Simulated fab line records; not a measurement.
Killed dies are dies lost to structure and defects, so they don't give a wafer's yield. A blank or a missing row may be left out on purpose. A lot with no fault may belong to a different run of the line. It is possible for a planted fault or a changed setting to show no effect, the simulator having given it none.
Which tool did it?	flow nandHarc	24 lots, 72 wafers sampled, at 4 steps of a route of 1302

== WHAT EACH GAUGE READ, for each wafer ==
NHARC_A_BLC_INSPECT_12. Usual: rawDefectCount reads 85 (standard deviation 43).
lot	measured	on	rawDefectCount	flag
L074	day 22 10:54	defectInspect-01	146 141 151	
L076	day 23 03:58	defectInspect-02	56 73 62	
L077	day 23 06:28	defectInspect-01	100 104 118	
L078	day 24 00:35	defectInspect-01	17 12 17	
L079	day 24 10:26	defectInspect-02	77 68 71	
L081	day 25 15:10	defectInspect-02	24 29 17	
L075	day 25 19:34	defectInspect-02	99 127 127	
L080	day 25 21:32	defectInspect-02	112 121 121	
L082	day 26 06:22	defectInspect-01	73 84 88	
L083	day 26 09:59	defectInspect-01	133 122 133	
L084	day 26 10:36	defectInspect-02	44 42 46	
L085	day 27 07:58	defectInspect-01	18 17 27	
L086	day 27 17:41	defectInspect-02	160 156 168	
L087	day 28 08:53	defectInspect-02	64 81 63	
L090	day 28 13:55	defectInspect-01	22 30 22	
L089	day 28 14:55	defectInspect-02	144 143 150	
L088	day 29 01:38	defectInspect-01	121 101 125	
L092	day 29 03:31	defectInspect-01	59 65 69	
L091	day 29 06:57	defectInspect-01	119 118 107	
L093	day 30 04:05	defectInspect-01	107 127 115	
L095	day 31 12:38	defectInspect-02	88 87 82	
L096	day 31 15:04	defectInspect-02	26 22 21	
L094	day 31 18:38	defectInspect-02	81 87 77	
L097	day 31 22:35	defectInspect-01	90 91 97	

NHARC_A_BLC_CD_MEAS_19. Usual: cdNm reads 100.2 nm (standard deviation 2.1).
lot	measured	on	cdNm (nm)	flag
L074	day 22 11:56	cdSem-02	101.8 104.0 101.1	
L076	day 23 04:59	cdSem-02	100.5 101.1 101.4	
L077	day 23 07:29	cdSem-01	100.3 98.7 96.4	
L078	day 24 01:37	cdSem-01	99.6 102.8 100.6	
L079	day 24 12:08	cdSem-03	98.3 99.3 100.7	
L081	day 25 16:35	cdSem-03	99.9 99.7 98.9	
L075	day 25 20:36	cdSem-01	100.5 98.6 102.1	
L080	day 25 22:45	cdSem-01	97.5 103.4 97.0	
L082	day 26 07:34	cdSem-01	103.0 98.9 103.8	
L083	day 26 11:32	cdSem-01	103.4 100.5 101.3	
L084	day 26 11:39	cdSem-03	101.9 99.7 100.0	
L085	day 27 09:00	cdSem-03	101.2 99.4 100.4	
L086	day 27 18:43	cdSem-01	103.3 100.2 99.0	
L087	day 28 09:55	cdSem-01	101.0 97.0 101.9	
L090	day 28 15:14	cdSem-01	96.6 99.3 96.6	
L089	day 28 15:57	cdSem-01	97.6 99.8 101.5	
L088	day 29 02:40	cdSem-01	102.8 102.4 100.5	
L092	day 29 04:32	cdSem-01	99.0 98.0 99.6	
L091	day 29 07:59	cdSem-02	103.8 99.6 103.1	
L093	day 30 05:07	cdSem-03	99.0 100.1 99.3	
L095	day 31 13:40	cdSem-02	98.3 100.8 98.2	
L096	day 31 16:06	cdSem-02	97.9 102.3 99.2	
L094	day 31 20:13	cdSem-02	102.6 101.3 99.6	
L097	day 31 23:37	cdSem-02	101.6 103.9 100.5	

== WHICH TOOL RAN EACH LOT (tool, then ch and the chambers of the sampled wafers, then the start) ==
lot	NHARC_A_CONTACT_ETCH_92	NHARC_A_CONTACT_CMP_20
L074	rieDiel-13 ch 0,3, day 22 07:30	cmp-02 ch 0,1,3, day 22 09:57
L076	rieDiel-12 ch 0,2,3, day 23 00:20	cmp-03 ch 0,2, day 23 02:54
L077	rieDiel-13 ch 0,2, day 23 03:12	cmp-03 ch 1,2,3, day 23 05:26
L078	rieDiel-06 ch 2,3, day 23 21:15	cmp-03 ch 0,1,2, day 23 23:35
L079	rieDiel-06 ch 0,1,3, day 24 07:17	cmp-04 ch 1,2,3, day 24 09:32
L081	rieDiel-13 ch 1,2,3, day 25 11:54	cmp-03 ch 0,1, day 25 14:08
L075	rieDiel-12 ch 0,2,3, day 25 16:13	cmp-03 ch 0,1,3, day 25 18:31
L080	rieDiel-13 ch 0,1, day 25 18:14	cmp-03 ch 0,1,3, day 25 20:31
L082	rieDiel-13 ch 0,1,3, day 26 03:13	cmp-02 ch 1,2,3, day 26 05:27
L083	rieDiel-13 ch 0,2, day 26 06:40	cmp-04 ch 0,1, day 26 08:58
L084	rieDiel-13 ch 0,2, day 26 07:13	cmp-02 ch 1,2, day 26 09:43
L085	rieDiel-06 ch 0,2, day 27 04:32	cmp-04 ch 1,2,3, day 27 06:56
L086	rieDiel-06 ch 0,1,3, day 27 14:23	cmp-03 ch 0,1,2, day 27 16:43
L087	rieDiel-12 ch 0,2, day 28 05:20	cmp-02 ch 0,3, day 28 07:52
L090	rieDiel-13 ch 0,1,2, day 28 10:41	cmp-03 ch 2,3, day 28 12:53
L089	rieDiel-12 ch 0,2, day 28 11:36	cmp-03 ch 0,1,3, day 28 13:53
L088	rieDiel-12 ch 1,2, day 28 22:23	cmp-04 ch 1,2,3, day 29 00:47
L092	rieDiel-13 ch 0,1,2, day 29 00:09	cmp-02 ch 0,1,2, day 29 02:30
L091	rieDiel-13 ch 1,2, day 29 03:40	cmp-03 ch 0,1, day 29 06:02
L093	rieDiel-06 ch 1,2, day 30 00:41	cmp-02 ch 0,2,3, day 30 03:07
L095	rieDiel-12 ch 0,2,3, day 31 08:54	cmp-04 ch 0,1,3, day 31 11:41
L096	rieDiel-13 ch 1,2,3, day 31 11:46	cmp-04 ch 2,3, day 31 14:02
L094	rieDiel-13 ch 1,3, day 31 15:29	cmp-02 ch 0,1,2, day 31 17:45
L097	rieDiel-13 ch 0,3, day 31 19:18	cmp-03 ch 0,1,3, day 31 21:35
- NHARC_A_CONTACT_ETCH_92: etches the open film in CH3F/O2, target depth 40 nm, time 85.7 s.
- NHARC_A_CONTACT_CMP_20: polishes, t overpolish 30 s, target thk 300 nm.

== WHAT THE TOOLS THEMSELVES READ (means of the sampled wafers that have a number; where no wafer has one, the mark that the record gives instead) ==
NHARC_A_CONTACT_ETCH_92. Usual: chamberPressureMTorr 25.001 mTorr, standard deviation 0.024; drypumpMotorCurrentA 5.5 A, standard deviation 0.47; oesProductAu 0.941 a.u., standard deviation 0.029; rfVppV 243.8 V, standard deviation 1.6; showerheadPlenumPTorr 2.41 Torr, standard deviation 0.11; throttleValvePct 20.662 %, standard deviation 0.0092.
lot	tool	chamberPressureMTorr (mTorr)	drypumpMotorCurrentA (A)	oesProductAu (a.u.)	rfVppV (V)	showerheadPlenumPTorr (Torr)	throttleValvePct (%)	flag
L074	rieDiel-13	25.011	5.3	0.933	244.4	2.44	20.666	
L076	rieDiel-12	24.998	5.8	0.933	245.1	2.48	20.663	
L077	rieDiel-13	25.005	5.1	0.937	243.9	2.41	20.651	
L078	rieDiel-06	25.006	5.2	0.924	242.4	2.32	20.664	
L079	rieDiel-06	24.976	5.3	0.993	243.4	2.40	20.669	
L081	rieDiel-13	24.986	5.4	0.937	243.3	2.41	20.671	
L075	rieDiel-12	25.004	5.9	0.929	244.1	2.48	20.661	
L080	rieDiel-13	25.008	5.4	0.928	244.7	2.48	20.666	
L082	rieDiel-13	25.009	5.5	0.918	244.0	2.46	20.663	
L083	rieDiel-13	24.988	5.1	0.925	244.0	2.41	20.663	
L084	rieDiel-13	24.992	5.1	0.928	244.1	2.41	20.663	
L085	rieDiel-06	25.003	5.1	0.995	243.2	2.36	20.662	
L086	rieDiel-06	24.997	5.3	0.992	244.1	2.39	20.654	
L087	rieDiel-12	24.997	6.0	1.012	244.1	2.42	20.649	
L090	rieDiel-13	24.997	5.3	0.914	243.8	2.42	20.667	
L089	rieDiel-12	24.979	6.0	0.923	243.8	2.41	20.674	
L088	rieDiel-12	24.994	6.2	0.930	242.3	2.29	20.655	
L092	rieDiel-13	24.976	5.2	0.924	245.3	2.42	20.667	
L091	rieDiel-13	25.005	5.2	0.925	243.4	2.37	20.656	
L093	rieDiel-06	24.966	5.0	0.920	244.7	2.45	20.661	
L095	rieDiel-12	25.006	5.8	0.940	244.1	2.46	20.665	
L096	rieDiel-13	25.003	5.4	0.921	243.6	2.40	20.662	
L094	rieDiel-13	24.995	5.6	0.933	243.4	2.43	20.657	
L097	rieDiel-13	25.015	5.5	0.929	243.4	2.40	20.668	

NHARC_A_CONTACT_CMP_20. Usual: motorCurrentA 11.7 A, standard deviation 1.3; overpolishRunS 30.002 s, standard deviation 0.0093; retainingRingPressureFrac 1.000, standard deviation 0.0049; timeToEndpointS 61 s, standard deviation 3.1.
lot	tool	motorCurrentA (A)	overpolishRunS (s)	retainingRingPressureFrac	timeToEndpointS (s)	flag
L074	cmp-02	11.9	30.005	0.996	56	
L076	cmp-03	10.8	30.007	0.998	62	
L077	cmp-03	11.0	30.003	1.003	64	
L078	cmp-03	11.7	30.007	1.000	63	
L079	cmp-04	11.1	29.996	1.005	58	
L081	cmp-03	12.4	30.008	0.999	63	
L075	cmp-03	12.3	29.998	1.006	61	
L080	cmp-03	12.3	30.008	1.003	65	
L082	cmp-02	12.2	30.003	1.001	59	
L083	cmp-04	13.6	30.002	1.003	64	
L084	cmp-02	12.8	30.002	0.999	59	
L085	cmp-04	10.8	29.997	1.004	58	
L086	cmp-03	11.5	29.998	0.997	63	
L087	cmp-02	11.2	30.003	1.002	58	
L090	cmp-03	10.3	29.996	0.999	62	
L089	cmp-03	12.2	29.998	1.002	62	
L088	cmp-04	10.7	30.002	1.000	57	
L092	cmp-02	12.5	30.001	0.999	59	
L091	cmp-03	12.0	30.006	1.004	61	
L093	cmp-02	11.3	30.004	0.996	60	
L095	cmp-04	12.2	29.992	0.997	59	
L096	cmp-04	11.0	29.999	0.993	56	
L094	cmp-02	12.3	30.006	1.002	61	
L097	cmp-03	12.2	29.997	0.999	61	

== THE ANSWER, worked out from the rows above alone ==
Rule: take the mean of a lot's wafers that have a number; if it is more than 3 standard deviations from the usual mean, the lot is off. A lot without any number at a reading at which 4 lots or more have one is off too. Where the step has rows for the other lots, those lots are counted as sound. After the gauges, taken in route order, come the tools' own readings; for these a lot's mean is taken, as printed above. The first step at which some lot is off is used, and at that step the reading that is off furthest; a lot without a number counts as furthest.
Nothing can be told from this: no lot is off at any reading shown.

== WHAT THE SIMULATOR PUT IN ==
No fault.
